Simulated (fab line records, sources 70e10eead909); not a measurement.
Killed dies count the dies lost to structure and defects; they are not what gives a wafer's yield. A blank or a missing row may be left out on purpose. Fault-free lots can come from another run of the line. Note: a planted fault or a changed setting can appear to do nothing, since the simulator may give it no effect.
fab line records :: flow nand-harc :: part 2 of 2: steps 17 to 24 of 24
record:
  lots: 5
  wafers: 15
  last-day: 32
route steps=1302 shown A_CONTACT@1079
lots that met no fault: taken from a fault-free run of the same line
start-h: the number of hours between the record's first day and the start of the first shown wafer of the lot :: wait-h: hours elapsed since this lot's preceding step :: " identical to the entry in the row above :: L1.1+2: one row covering several wafers at once :: - value missing, or start not given :: * or withheld: withheld :: < > ~ a bound
route shown NAME@n: a module of which the file shows steps, and the number in the route of the first :: usual: the fault-free wafers' mean and standard deviation :: same: alike in all rows :: chamber/n: place in a boat :: sites: readings site by site :: _std_site: their standard deviation :: _edge_site: mean of outer sites minus mean of inner sites :: radius-mm: how far each site lies from the wafer's centre :: mask NAME#n: copy n :: behind: the tool/chamber that last shaped the wafer :: hold: cause of the lot's hold/its duration in hours/its outcome :: device: whichever transistor did not switch (one of n, p or np) :: end of line: tests run on the same wafers once the route is complete :: a step given without rows: its recipe and nothing more :: killed: the dies lost at the first sort to structure and to defects; this is not the yield of the wafer :: map: the dies of a wafer, with x for killed, . for not killed, _ for no die there
set.NAME: setting as actually run; set.NAME@STEP: the setting as run at that earlier step :: model.NAME: the simulator's own value behind a step, which no gauge read
lots at selected steps of the route; one table per step, one row per wafer
services: a tool's chamber out of use, with start hour (start-h, from the record's first day; less than 0 if before it), hours out, and reason
== steps ==
step: NHARC_A_CONTACT_STRIP_107
recipe:
  n2-flow-sccm: 150
  h2-flow-sccm: 150
  ar-flow-sccm: 0
  bias-w: 0
  chemistry: N2/H2
lot.wafer: L077.2+6+5
tool: rie-diel-13
chamber: 0,1,2
start-h: 539.80
wait-h: 0.1

lot.wafer: L085.4+3+5
tool: rie-diel-13
chamber: 2,3,2
start-h: 617.26
wait-h: 0.1

lot.wafer: L087.1+2+4
tool: rie-diel-13
chamber: 1,2,2
start-h: 665.87
wait-h: 0.1

lot.wafer: L093.2+1+6
tool: rie-diel-02
chamber: 3,1,2
start-h: 698.63
wait-h: 0.1

lot.wafer: L094.4+1+2
tool: rie-diel-13
chamber: 0,1,2
start-h: 715.52
wait-h: 0.1
step: NHARC_A_CONTACT_STRIP_108
recipe:
  cf4-flow-sccm: 100
  chf3-flow-sccm: 30
  ar-flow-sccm: 0
  bias-w: 0
  chemistry: CF4/CHF3
lot.wafer: L077.2+5+6
tool: rie-diel-13
chamber: 2,2,3
start-h: 539.87
wait-h: 0.1

lot.wafer: L085.3+4+5
tool: rie-diel-13
chamber: 3,0,2
start-h: 617.35
wait-h: 0.1

lot.wafer: L087.2+1+4
tool: rie-diel-13
chamber: 3,1,1
start-h: 665.97
wait-h: 0.1

lot.wafer: L093.1+2+6
tool: rie-diel-02
chamber: 3,1,3
start-h: 698.72
wait-h: 0.1

lot.wafer: L094.1+2+4
tool: rie-diel-13
chamber: 2,3,0
start-h: 715.60
wait-h: 0.1
step: NHARC_A_CONTACT_STRIP_109
recipe:
  o2-flow-sccm: 400
  cos-flow-sccm: 20
  ar-flow-sccm: 0
  bias-w: 0
  chemistry: O2/COS
lot.wafer: L077.2+5+6
tool: rie-diel-13
chamber: 3,2,3
start-h: 539.93
wait-h: 0.1

lot.wafer: L085.3+4+5
tool: rie-diel-13
chamber: 3,1,0
start-h: 617.41
wait-h: 0.1

lot.wafer: L087.1+2+4
tool: rie-diel-13
chamber: 3,1,1
start-h: 666.04
wait-h: 0.1

lot.wafer: L093.2+1+6
tool: rie-diel-02
chamber: 0,1,3
start-h: 698.78
wait-h: 0.1

lot.wafer: L094.1+4+2
tool: rie-diel-13
chamber: 2,3,0
start-h: 715.66
wait-h: 0.1
step: NHARC_A_CONTACT_ETCH_110
recipe:
  target-depth-a: 600
  overetch-a: 60
  time-s: 33
  ion-energy-ev: 100
  cf4-flow-sccm: 80
  o2-flow-sccm: 20
  ar-flow-sccm: 0
  rf-w: 300
  bias-w: 100
  chemistry: CF4/O2
usual:
  bias-w: 100.0/0.32
  drypump-motor-current-A: 5.5/0.5
  o2-flow-sccm: 20.00/0.054
  oes_o_777_au: 1.000/0.0039
  oes-product-au: 0.997/0.011
  rf-vpp-V: 198.1/1.7
  showerhead-plenum-p-Torr: 1.35/0.067
  throttle-valve-pct: 13.397/0.0094
lot.wafer: L077.2
tool: rie-diel-13
chamber: 2
start-h: 539.99
wait-h: 0.1
bias-w: 100.2
drypump-motor-current-A: 5.7
o2-flow-sccm: 19.99
oes_o_777_au: 1.005
oes-product-au: 0.991
rf-hours-counter-h: 2
rf-vpp-V: 200.0
showerhead-plenum-p-Torr: 1.41
throttle-valve-pct: 13.382

lot.wafer: L077.5
tool: rie-diel-13
chamber: 2
start-h: 539.99
wait-h: 0.1
bias-w: 100.0
drypump-motor-current-A: 5.7
o2-flow-sccm: 19.97
oes_o_777_au: 1.001
oes-product-au: 0.999
rf-hours-counter-h: -
rf-vpp-V: 197.7
showerhead-plenum-p-Torr: 1.41
throttle-valve-pct: 13.408

lot.wafer: L077.6
tool: rie-diel-13
chamber: 3
start-h: 539.99
wait-h: 0.1
bias-w: 100.0
drypump-motor-current-A: 4.8
o2-flow-sccm: 19.96
oes_o_777_au: 1.001
oes-product-au: 0.999
rf-hours-counter-h: -
rf-vpp-V: 195.1
showerhead-plenum-p-Torr: 1.25
throttle-valve-pct: 13.405

lot.wafer: L085.3
tool: rie-diel-13
chamber: 0
start-h: 617.48
wait-h: 0.1
bias-w: 99.7
drypump-motor-current-A: 5.1
o2-flow-sccm: 20.00
oes_o_777_au: 1.007
oes-product-au: 1.018
rf-hours-counter-h: 17
rf-vpp-V: 199.1
showerhead-plenum-p-Torr: 1.44
throttle-valve-pct: 13.394

lot.wafer: L085.4
tool: rie-diel-13
chamber: 1
start-h: 617.48
wait-h: 0.1
bias-w: 100.4
drypump-motor-current-A: 5.7
o2-flow-sccm: 19.96
oes_o_777_au: 0.999
oes-product-au: 0.987
rf-hours-counter-h: 19
rf-vpp-V: 198.8
showerhead-plenum-p-Torr: 1.35
throttle-valve-pct: 13.379

lot.wafer: L085.5
tool: rie-diel-13
chamber: 3
start-h: 617.48
wait-h: 0.1
bias-w: 99.6
drypump-motor-current-A: 4.8
o2-flow-sccm: 19.93
oes_o_777_au: 0.997
oes-product-au: 0.995
rf-hours-counter-h: -
rf-vpp-V: 195.8
showerhead-plenum-p-Torr: 1.25
throttle-valve-pct: 13.388

lot.wafer: L087.2
tool: rie-diel-13
chamber: 3
start-h: 666.10
wait-h: 0.1
bias-w: 100.3
drypump-motor-current-A: 4.8
o2-flow-sccm: 19.99
oes_o_777_au: 0.999
oes-product-au: 1.003
rf-hours-counter-h: 24
rf-vpp-V: 195.4
showerhead-plenum-p-Torr: 1.25
throttle-valve-pct: 13.395

lot.wafer: L087.1
tool: rie-diel-13
chamber: 2
start-h: 666.10
wait-h: 0.1
bias-w: 100.1
drypump-motor-current-A: 5.7
o2-flow-sccm: 20.05
oes_o_777_au: 1.003
oes-product-au: 1.009
rf-hours-counter-h: 25
rf-vpp-V: 200.4
showerhead-plenum-p-Torr: 1.40
throttle-valve-pct: 13.397

lot.wafer: L087.4
tool: rie-diel-13
chamber: 2
start-h: 666.10
wait-h: 0.1
bias-w: 100.1
drypump-motor-current-A: 5.7
o2-flow-sccm: 20.02
oes_o_777_au: 1.004
oes-product-au: 0.998
rf-hours-counter-h: -
rf-vpp-V: 199.1
showerhead-plenum-p-Torr: 1.40
throttle-valve-pct: 13.405

lot.wafer: L093.2
tool: rie-diel-02
chamber: 3
start-h: 698.84
wait-h: 0.1
bias-w: 100.0
drypump-motor-current-A: 5.3
o2-flow-sccm: 20.00
oes_o_777_au: 1.000
oes-product-au: 1.005
rf-hours-counter-h: 40
rf-vpp-V: 196.7
showerhead-plenum-p-Torr: 1.31
throttle-valve-pct: 13.384

lot.wafer: L093.1
tool: rie-diel-02
chamber: 0
start-h: 698.84
wait-h: 0.1
bias-w: 100.2
drypump-motor-current-A: 6.0
o2-flow-sccm: 20.03
oes_o_777_au: 0.990
oes-product-au: 0.986
rf-hours-counter-h: 32
rf-vpp-V: 196.2
showerhead-plenum-p-Torr: 1.24
throttle-valve-pct: 13.400

lot.wafer: L093.6
tool: rie-diel-02
chamber: 2
start-h: 698.84
wait-h: 0.1
bias-w: 100.5
drypump-motor-current-A: 6.2
o2-flow-sccm: 20.02
oes_o_777_au: 1.005
oes-product-au: 0.991
rf-hours-counter-h: -
rf-vpp-V: 197.4
showerhead-plenum-p-Torr: 1.36
throttle-valve-pct: 13.385

lot.wafer: L094.1
tool: rie-diel-13
chamber: 1
start-h: 715.72
wait-h: 0.1
bias-w: 99.7
drypump-motor-current-A: 5.7
o2-flow-sccm: 19.91
oes_o_777_au: 1.003
oes-product-au: 0.977
rf-hours-counter-h: 2
rf-vpp-V: 198.6
showerhead-plenum-p-Torr: 1.35
throttle-valve-pct: 13.382

lot.wafer: L094.4
tool: rie-diel-13
chamber: 3
start-h: 715.72
wait-h: 0.1
bias-w: 99.8
drypump-motor-current-A: 4.8
o2-flow-sccm: 20.00
oes_o_777_au: 0.998
oes-product-au: 0.980
rf-hours-counter-h: 2
rf-vpp-V: 197.2
showerhead-plenum-p-Torr: 1.25
throttle-valve-pct: 13.404

lot.wafer: L094.2
tool: rie-diel-13
chamber: 0
start-h: 715.72
wait-h: 0.1
bias-w: 99.8
drypump-motor-current-A: 5.1
o2-flow-sccm: 19.96
oes_o_777_au: 0.997
oes-product-au: 0.999
rf-hours-counter-h: 2
rf-vpp-V: 200.3
showerhead-plenum-p-Torr: 1.44
throttle-valve-pct: 13.392
step: NHARC_A_CONTACT_STRIP_26
recipe:
  o2-flow-sccm: 500
  ar-flow-sccm: 0
  bias-w: 0
  chemistry: O2
usual:
  drypump-motor-current-A: 5.5/0.5
  o2-flow-sccm: 500.3/1.5
  oes-product-au: 0.997/0.011
  rf-vpp-V: 57.7/0.93
  showerhead-plenum-p-Torr: 3.55/0.17
  throttle-valve-pct: 17.038/0.0085
same:
  bias-w: 0
lot.wafer: L077.2
tool: rie-diel-13
chamber: 3
start-h: -
wait-h: -
drypump-motor-current-A: 4.8
o2-flow-sccm: 497.9
oes-product-au: 0.989
rf-hours-counter-h: 2
rf-vpp-V: 56.7
showerhead-plenum-p-Torr: 3.33
throttle-valve-pct: 17.048

lot.wafer: L077.6
tool: rie-diel-13
chamber: 2
start-h: -
wait-h: -
drypump-motor-current-A: 5.7
o2-flow-sccm: 500.2
oes-product-au: 0.988
rf-hours-counter-h: -
rf-vpp-V: 59.4
showerhead-plenum-p-Torr: 3.71
throttle-valve-pct: 17.030

lot.wafer: L077.5
tool: rie-diel-13
chamber: 3
start-h: -
wait-h: -
drypump-motor-current-A: 4.8
o2-flow-sccm: 498.4
oes-product-au: 1.009
rf-hours-counter-h: -
rf-vpp-V: 57.6
showerhead-plenum-p-Torr: 3.33
throttle-valve-pct: 17.035

lot.wafer: L085.4
tool: rie-diel-13
chamber: 1
start-h: -
wait-h: -
drypump-motor-current-A: 5.7
o2-flow-sccm: 502.4
oes-product-au: 0.986
rf-hours-counter-h: 19
rf-vpp-V: 57.5
showerhead-plenum-p-Torr: 3.57
throttle-valve-pct: 17.032

lot.wafer: L085.3
tool: rie-diel-13
chamber: 0
start-h: -
wait-h: -
drypump-motor-current-A: 5.1
o2-flow-sccm: 502.1
oes-product-au: 1.003
rf-hours-counter-h: 17
rf-vpp-V: 59.1
showerhead-plenum-p-Torr: 3.80
throttle-valve-pct: 17.034

lot.wafer: L085.5
tool: rie-diel-13
chamber: 1
start-h: -
wait-h: -
drypump-motor-current-A: 5.7
o2-flow-sccm: 502.3
oes-product-au: 0.984
rf-hours-counter-h: -
rf-vpp-V: 57.6
showerhead-plenum-p-Torr: 3.57
throttle-valve-pct: 17.034

lot.wafer: L087.2
tool: rie-diel-13
chamber: 2
start-h: -
wait-h: -
drypump-motor-current-A: 5.7
o2-flow-sccm: 499.1
oes-product-au: 0.992
rf-hours-counter-h: 25
rf-vpp-V: 59.2
showerhead-plenum-p-Torr: 3.70
throttle-valve-pct: 17.037

lot.wafer: L087.1
tool: rie-diel-13
chamber: 3
start-h: -
wait-h: -
drypump-motor-current-A: 4.8
o2-flow-sccm: 500.2
oes-product-au: 0.992
rf-hours-counter-h: 24
rf-vpp-V: 58.2
showerhead-plenum-p-Torr: 3.32
throttle-valve-pct: 17.042

lot.wafer: L087.4
tool: rie-diel-13
chamber: 1
start-h: -
wait-h: -
drypump-motor-current-A: 5.7
o2-flow-sccm: 502.6
oes-product-au: 0.993
rf-hours-counter-h: -
rf-vpp-V: 57.9
showerhead-plenum-p-Torr: 3.57
throttle-valve-pct: 17.039

lot.wafer: L093.1
tool: rie-diel-02
chamber: 0
start-h: -
wait-h: -
drypump-motor-current-A: 6.0
o2-flow-sccm: 499.6
oes-product-au: 0.999
rf-hours-counter-h: 32
rf-vpp-V: 57.2
showerhead-plenum-p-Torr: 3.29
throttle-valve-pct: 17.034

lot.wafer: L093.2
tool: rie-diel-02
chamber: 2
start-h: -
wait-h: -
drypump-motor-current-A: 6.2
o2-flow-sccm: 499.9
oes-product-au: 0.988
rf-hours-counter-h: 41
rf-vpp-V: 57.5
showerhead-plenum-p-Torr: 3.59
throttle-valve-pct: 17.033

lot.wafer: L093.6
tool: rie-diel-02
chamber: 3
start-h: -
wait-h: -
drypump-motor-current-A: 5.3
o2-flow-sccm: 503.6
oes-product-au: 1.008
rf-hours-counter-h: -
rf-vpp-V: 58.2
showerhead-plenum-p-Torr: 3.46
throttle-valve-pct: 17.037

lot.wafer: L094.4
tool: rie-diel-13
chamber: 3
start-h: -
wait-h: -
drypump-motor-current-A: 4.8
o2-flow-sccm: 500.1
oes-product-au: 0.977
rf-hours-counter-h: 2
rf-vpp-V: 55.5
showerhead-plenum-p-Torr: 3.31
throttle-valve-pct: 17.044

lot.wafer: L094.1
tool: rie-diel-13
chamber: 0
start-h: -
wait-h: -
drypump-motor-current-A: 5.1
o2-flow-sccm: 502.6
oes-product-au: 1.008
rf-hours-counter-h: 2
rf-vpp-V: 57.2
showerhead-plenum-p-Torr: 3.79
throttle-valve-pct: 17.036

lot.wafer: L094.2
tool: rie-diel-13
chamber: 1
start-h: -
wait-h: -
drypump-motor-current-A: 5.7
o2-flow-sccm: 499.5
oes-product-au: 0.979
rf-hours-counter-h: 2
rf-vpp-V: 57.9
showerhead-plenum-p-Torr: 3.56
throttle-valve-pct: 17.047
step: NHARC_A_CONTACT_STRIP_27
recipe:
  time-s: 600
  temp-c: 30
  chemistry: post-etch-residue-remover
lot.wafer: L077.2+6+5
tool: wet-bench-03
chamber: 4,5,7
start-h: 540.39
wait-h: -

lot.wafer: L085.3+4+5
tool: wet-bench-03
chamber: 1,2,3
start-h: 617.87
wait-h: -

lot.wafer: L087.4+2+1
tool: wet-bench-03
chamber: 0,1,2
start-h: 666.57
wait-h: -

lot.wafer: L093.1+6+2
tool: wet-bench-05
chamber: 1,2,5
start-h: 699.23
wait-h: -

lot.wafer: L094.4+2+1
tool: wet-bench-05
chamber: 6,1,3
start-h: 716.11
wait-h: -
step: NHARC_A_CONTACT_ALD_18
recipe:
  target-thk-a: 30
  pulse-time-s: 1
  ald-cycles: 150
  temp-c: 450
  material: TiN
usual:
  heater-power-w: 1065/110
  precursor-pulse-height-rel: 1.002/0.018
  susceptor-temp-C: 450.02/0.25
lot.wafer: L077.2
tool: ald-metal-04
chamber: 1
start-h: 540.69
wait-h: -
heater-power-w: 1106
precursor-pulse-height-rel: 0.978
since-wet-clean-h: 57
susceptor-temp-C: 449.83

lot.wafer: L077.5
tool: ald-metal-04
chamber: 3
start-h: 540.69
wait-h: -
heater-power-w: 1262
precursor-pulse-height-rel: 1.013
since-wet-clean-h: -
susceptor-temp-C: 450.19

lot.wafer: L077.6
tool: ald-metal-04
chamber: 0
start-h: 540.69
wait-h: -
heater-power-w: 1190
precursor-pulse-height-rel: 0.973
since-wet-clean-h: -
susceptor-temp-C: 450.05

lot.wafer: L085.3
tool: ald-metal-04
chamber: 3
start-h: 618.11
wait-h: -
heater-power-w: 1238
precursor-pulse-height-rel: 1.004
since-wet-clean-h: 134
susceptor-temp-C: 450.41

lot.wafer: L085.4
tool: ald-metal-04
chamber: 1
start-h: 618.11
wait-h: -
heater-power-w: 1121
precursor-pulse-height-rel: 1.003
since-wet-clean-h: 134
susceptor-temp-C: 449.66

lot.wafer: L085.5
tool: ald-metal-04
chamber: 0
start-h: 618.11
wait-h: -
heater-power-w: 1185
precursor-pulse-height-rel: 0.988
since-wet-clean-h: -
susceptor-temp-C: 450.36

lot.wafer: L087.1
tool: ald-metal-02
chamber: 0
start-h: 666.83
wait-h: -
heater-power-w: 1011
precursor-pulse-height-rel: 0.991
since-wet-clean-h: 47
susceptor-temp-C: 450.34

lot.wafer: L087.2
tool: ald-metal-02
chamber: 1
start-h: 666.83
wait-h: -
heater-power-w: 1175
precursor-pulse-height-rel: 1.020
since-wet-clean-h: 47
susceptor-temp-C: 450.61

lot.wafer: L087.4
tool: ald-metal-02
chamber: 3
start-h: 666.83
wait-h: -
heater-power-w: 1157
precursor-pulse-height-rel: 0.995
since-wet-clean-h: 47
susceptor-temp-C: 449.88

lot.wafer: L093.2
tool: ald-metal-01
chamber: 1
start-h: 699.54
wait-h: -
heater-power-w: 1037
precursor-pulse-height-rel: 1.009
since-wet-clean-h: 164
susceptor-temp-C: 449.93

lot.wafer: L093.1
tool: ald-metal-01
chamber: 2
start-h: 699.54
wait-h: -
heater-power-w: 922
precursor-pulse-height-rel: 0.982
since-wet-clean-h: 164
susceptor-temp-C: 449.61

lot.wafer: L093.6
tool: ald-metal-01
chamber: 0
start-h: 699.54
wait-h: -
heater-power-w: 1021
precursor-pulse-height-rel: 0.982
since-wet-clean-h: -
susceptor-temp-C: 449.81

lot.wafer: L094.1
tool: ald-metal-04
chamber: 0
start-h: 716.37
wait-h: -
heater-power-w: 1197
precursor-pulse-height-rel: 1.025
since-wet-clean-h: 54
susceptor-temp-C: 449.76

lot.wafer: L094.4
tool: ald-metal-04
chamber: 1
start-h: 716.37
wait-h: -
heater-power-w: 1102
precursor-pulse-height-rel: 0.997
since-wet-clean-h: 54
susceptor-temp-C: 449.89

lot.wafer: L094.2
tool: ald-metal-04
chamber: 2
start-h: 716.37
wait-h: -
heater-power-w: 931
precursor-pulse-height-rel: 1.018
since-wet-clean-h: 54
susceptor-temp-C: 449.89
step: NHARC_A_CONTACT_CVD_19
recipe:
  target-thk-a: 3000
  temp-c: 300
  pressure-torr: 40
  wf6-flow-sccm: 40
  h2-flow-sccm: 1600
  ar-flow-sccm: 1560
  time-s: 802
  material: W
usual:
  heater-power-w: 457/16
  mfc-h2-sccm: 1600/4.8
  susceptor-temp-C: 300.01/0.2
  throttle-valve-pct: 7.9/0.38
lot.wafer: L077.2
tool: cvd-w-02
chamber: 0
start-h: -
wait-h: -
heater-power-w: 465
mfc-h2-sccm: 1593
since-wet-clean-h: -
susceptor-temp-C: 300.01
throttle-valve-pct: 8.5

lot.wafer: L077.5
tool: cvd-w-02
chamber: 0
start-h: -
wait-h: -
heater-power-w: 468
mfc-h2-sccm: 1599
since-wet-clean-h: -
susceptor-temp-C: 300.35
throttle-valve-pct: 8.3

lot.wafer: L077.6
tool: cvd-w-02
chamber: 0
start-h: -
wait-h: -
heater-power-w: 458
mfc-h2-sccm: 1598
since-wet-clean-h: -
susceptor-temp-C: 299.92
throttle-valve-pct: 8.2

lot.wafer: L085.3
tool: cvd-w-02
chamber: 1
start-h: -
wait-h: -
heater-power-w: 468
mfc-h2-sccm: 1607
since-wet-clean-h: -
susceptor-temp-C: -
throttle-valve-pct: 7.6

lot.wafer: L085.4
tool: cvd-w-02
chamber: 0
start-h: -
wait-h: -
heater-power-w: 469
mfc-h2-sccm: 1599
since-wet-clean-h: -
susceptor-temp-C: -
throttle-valve-pct: 8.4

lot.wafer: L085.5
tool: cvd-w-02
chamber: 1
start-h: -
wait-h: -
heater-power-w: 470
mfc-h2-sccm: 1605
since-wet-clean-h: -
susceptor-temp-C: -
throttle-valve-pct: 7.8

lot.wafer: L087.2
tool: cvd-w-01
chamber: 1
start-h: -
wait-h: -
heater-power-w: 496
mfc-h2-sccm: 1595
since-wet-clean-h: 107
susceptor-temp-C: 299.82
throttle-valve-pct: 8.3

lot.wafer: L087.1
tool: cvd-w-01
chamber: 0
start-h: -
wait-h: -
heater-power-w: 447
mfc-h2-sccm: 1594
since-wet-clean-h: 107
susceptor-temp-C: 299.77
throttle-valve-pct: 7.5

lot.wafer: L087.4
tool: cvd-w-01
chamber: 0
start-h: -
wait-h: -
heater-power-w: 451
mfc-h2-sccm: 1600
since-wet-clean-h: -
susceptor-temp-C: 299.87
throttle-valve-pct: 7.3

lot.wafer: L093.1
tool: cvd-w-02
chamber: 0
start-h: -
wait-h: -
heater-power-w: 439
mfc-h2-sccm: 1599
since-wet-clean-h: 56
susceptor-temp-C: 300.30
throttle-valve-pct: 8.2

lot.wafer: L093.2
tool: cvd-w-02
chamber: 1
start-h: -
wait-h: -
heater-power-w: 464
mfc-h2-sccm: 1599
since-wet-clean-h: 56
susceptor-temp-C: 300.28
throttle-valve-pct: 7.8

lot.wafer: L093.6
tool: cvd-w-02
chamber: 1
start-h: -
wait-h: -
heater-power-w: 459
mfc-h2-sccm: 1593
since-wet-clean-h: -
susceptor-temp-C: 299.93
throttle-valve-pct: 7.4

lot.wafer: L094.2
tool: cvd-w-01
chamber: 1
start-h: -
wait-h: -
heater-power-w: 472
mfc-h2-sccm: 1600
since-wet-clean-h: 156
susceptor-temp-C: -
throttle-valve-pct: 8.4

lot.wafer: L094.1
tool: cvd-w-01
chamber: 0
start-h: -
wait-h: -
heater-power-w: 448
mfc-h2-sccm: 1607
since-wet-clean-h: 156
susceptor-temp-C: -
throttle-valve-pct: 7.5

lot.wafer: L094.4
tool: cvd-w-01
chamber: 1
start-h: -
wait-h: -
heater-power-w: 467
mfc-h2-sccm: 1595
since-wet-clean-h: -
susceptor-temp-C: -
throttle-valve-pct: 8.0
== services ==
tool: rie-diel-13
chamber: -
start-h: 519.10
hours: 9.0
kind: pm

tool: rie-diel-02
chamber: -
start-h: 529.25
hours: 1.3
kind: repair

tool: cvd-w-02
chamber: 1
start-h: 533.44
hours: 13.9
kind: repair

tool: cvd-w-01
chamber: -
start-h: 547.60
hours: 13.0
kind: pm

tool: wet-bench-03
chamber: -
start-h: 562.40
hours: 8.0
kind: pm

tool: rie-diel-10
chamber: 3
start-h: 562.48
hours: 11.0
kind: repair

tool: rie-diel-13
chamber: 2
start-h: 568.16
hours: 8.0
kind: repair

tool: rie-diel-02
chamber: -
start-h: 571.15
hours: 9.0
kind: pm

tool: rie-diel-10
chamber: -
start-h: 601.03
hours: 9.0
kind: pm

tool: rie-diel-02
chamber: 0
start-h: 602.62
hours: 32.6
kind: repair

tool: cvd-w-02
chamber: -
start-h: 631.11
hours: 13.0
kind: pm

tool: rie-diel-10
chamber: 0
start-h: 633.93
hours: 1.8
kind: repair

tool: ald-metal-04
chamber: 1
start-h: 634.07
hours: 6.4
kind: repair

tool: ald-metal-04
chamber: -
start-h: 652.00
hours: 10.0
kind: pm

tool: rie-diel-13
chamber: -
start-h: 657.37
hours: 2.3
kind: repair

tool: rie-diel-13
chamber: 0
start-h: 660.34
hours: 6.6
kind: repair

tool: rie-diel-02
chamber: 1
start-h: 662.03
hours: 4.3
kind: repair

tool: rie-diel-10
chamber: 1
start-h: 671.73
hours: 10.6
kind: repair

tool: rie-diel-02
chamber: 1
start-h: 679.68
hours: 2.1
kind: repair

tool: ald-metal-04
chamber: 1
start-h: 679.85
hours: 26.4
kind: repair

tool: rie-diel-02
chamber: 2
start-h: 688.57
hours: 2.7
kind: repair

tool: rie-diel-13
chamber: -
start-h: 696.25
hours: 9.0
kind: pm

tool: rie-diel-02
chamber: -
start-h: 706.52
hours: 0.7
kind: repair

tool: cvd-w-02
chamber: -
start-h: 706.86
hours: 1.4
kind: repair
